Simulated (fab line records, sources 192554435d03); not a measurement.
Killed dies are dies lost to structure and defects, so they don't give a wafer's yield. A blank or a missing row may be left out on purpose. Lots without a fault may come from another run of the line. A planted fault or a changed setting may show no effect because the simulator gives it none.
Chamber matching | flow n5_finfet | N5_HKMG_FIN_PWFM_ALD_03 on ald_metal-02: 4 sister chambers
The step deposits TiN, target thk 2 nm, pulse time 1 s, purge time 3 s. 4 wafers are shown with their chamber, then 12 later ones without.

WAFERS WITH THEIR CHAMBER
wafer  | chamber | heater_power_w (W)
L081.4 | 0       | 840
L084.1 | 2       | 946
L084.3 | 1       | 938
L084.4 | 3       | 895

WAFERS WITHOUT THEIR CHAMBER
wafer  | heater_power_w (W)
L089.1 | 894
L089.2 | 915
L089.6 | 955
L090.2 | 836
L090.4 | 951
L090.6 | 954
L093.1 | 837
L093.2 | 886
L093.5 | 833
L095.1 | 934
L095.4 | 921
L095.5 | 821

WHICH CHAMBER EACH WENT THROUGH
wafer  | from the rows above          | in truth
L089.1 | 3                            | 3
L089.2 | can't be placed: 3 or 1 or 2 | 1
L089.6 | can't be placed: 2 or 1      | 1
L090.2 | 0                            | 0
L090.4 | can't be placed: 2 or 1      | 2
L090.6 | can't be placed: 2 or 1      | 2
L093.1 | 0                            | 0
L093.2 | 3                            | 3
L093.5 | 0                            | 0
L095.1 | can't be placed: 1 or 2      | 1
L095.4 | can't be placed: 1 or 2 or 3 | 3
L095.5 | 0                            | 0
Placed correctly: 6 of 12. Can't be placed from these rows: 6 (the true chamber is among the candidates in 6). Placed wrongly: 0.
How it was worked out, from the rows above alone: a wafer's distance from a chamber is the root of the sum, over the readings, of the square of ((its reading less the chamber's mean) divided by the reading's scatter). The wafer belongs to the nearest chamber; if the next one is less than 2 further off, it can't be placed. A chamber's mean is the mean of its shown wafers. The scatter: with one shown wafer a chamber, the root of the mean of the squares of how far each hidden wafer lies from its nearest shown one.
